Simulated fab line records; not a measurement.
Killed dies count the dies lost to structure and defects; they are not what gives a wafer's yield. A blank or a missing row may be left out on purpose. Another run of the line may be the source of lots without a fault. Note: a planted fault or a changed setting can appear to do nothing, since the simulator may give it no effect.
A single fault, viewed from 3 desks -- flow n5_finfet -- each desk has only its own numbers; what lay behind them comes last

AT THE TOOL OWNER'S DESK: pecvd-03
The tool's own readings at N5_BEOL_M1_PECVD_72 (deposits SiO2 from TEOS/O2, target thk 16 nm, time 18 s): means of the sampled wafers that have a number, for each lot that ran on this tool. Any lot whose mean is over 4 standard deviations away from the usual mean is out of limits and marked OUT; that distance is given in the brackets.
Columns: A = heater_power_w at N5_BEOL_M1_PECVD_72, usual 725 W; B = showerhead_plenum_p_Torr at N5_BEOL_M1_PECVD_72, usual 8.81 Torr; C = showerhead_vpp_V at N5_BEOL_M1_PECVD_72, usual 1308 V; D = susceptor_temp_C at N5_BEOL_M1_PECVD_72, usual 400.02 C; E = throttle_valve_pct at N5_BEOL_M1_PECVD_72, usual 22.4 %
lot,first seen here,A,B,C,D,E
L953,day 9 18:52,713,8.86,1319,393.70 (-29) OUT,22.9
L954,day 9 21:26,674,8.84,1315,394.06 (-27) OUT,22.6
Finding of this desk: L953, L954 out of limits; the first was L953 at day 9 18:52, on susceptor_temp_C at N5_BEOL_M1_PECVD_72. In limits: none.

METROLOGY DESK
What the gauges read for every lot (on any tool): the sampled wafers with a number, averaged. Any lot whose mean is over 4 standard deviations away from the usual mean is out of limits and marked OUT; that distance is given in the brackets. It has 10 readings; the 7 that lie furthest out on some lot are the ones shown.
Columns: A = DIBL_P at N5_BEOL_M4_RC_MEAS_101, usual 35.9 mV/V; B = IOFF_N at N5_BEOL_M4_RC_MEAS_101, usual 0.16 nA/um; C = ION_N at N5_BEOL_M4_RC_MEAS_101, usual 672 uA/um; D = ION_P at N5_BEOL_M4_RC_MEAS_101, usual 461 uA/um; E = SS_P at N5_BEOL_M4_RC_MEAS_101, usual 73.2 mV/dec; F = VT_N at N5_BEOL_M4_RC_MEAS_101, usual 250 mV; G = VT_P at N5_BEOL_M4_RC_MEAS_101, usual -251 mV
lot,first seen here,A,B,C,D,E,F,G
L942,day 7 21:46,33.6,0.12,669,455,72.3,255,-254
L944,day 8 20:38,37.3,0.18,675,466,73.3,249,-247
L945,day 9 08:31,36.7,0.16,672,462,73.2,251,-251
L953,day 11 16:23,36.8,0.16,678,464,72.6,249,-250
L954,day 11 19:51,36.2,0.16,664,465,73.0,250,-247
L957,day 12 09:31,36.9,0.15,666,446,73.6,252,-256
L958,day 12 16:39,34.6,0.15,672,459,73.0,250,-253
L961,day 12 23:56,35.7,0.14,671,460,73.6,251,-254
L963,day 13 23:44,32.6,0.11,657,457,72.3,256,-253
This desk's verdict: no lot among the 9 shows anything out of limits.

THE DEFECT DESK
Inspection counts along the route, by lot: the mean over sampled wafers that carry a number. Any lot whose mean is over 4 standard deviations away from the usual mean is out of limits and marked OUT; that distance is given in the brackets.
Columns: A = raw_defect_count at N5_BEOL_M1_INSPECT_13, usual 388
lot,first seen here,A
L942,day 6 10:55,521
L944,day 6 23:29,305
L945,day 7 11:16,401
L953,day 9 20:00,474
L954,day 9 22:07,443
L958,day 10 10:35,413
L957,day 10 10:56,377
L961,day 11 07:25,316
L963,day 11 18:26,332
This desk's verdict: no lot among the 9 shows anything out of limits.

TAKEN TOGETHER
The tool owner's desk had the chance to raise an alarm at day 9 18:52 on L953, L954.
From the metrology desk's view, nothing was out of limits.
No out-of-limits result turned up at the defect desk.
The metrology desk has L953, L954 on record, within its limits.
The defect desk has L953, L954 on record, within its limits.
The lots listed all ran N5_BEOL_M1_PECVD_72 on pecvd-03.

WHAT THE SIMULATOR PUT IN
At N5_BEOL_M1_PECVD_72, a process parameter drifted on pecvd-03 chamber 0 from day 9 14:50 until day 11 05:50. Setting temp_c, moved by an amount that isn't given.
Shown lots that were struck: L953, L954.
How many hours passed from the start of the fault until each desk's first out-of-limits reading: the tool owner's desk, 4.
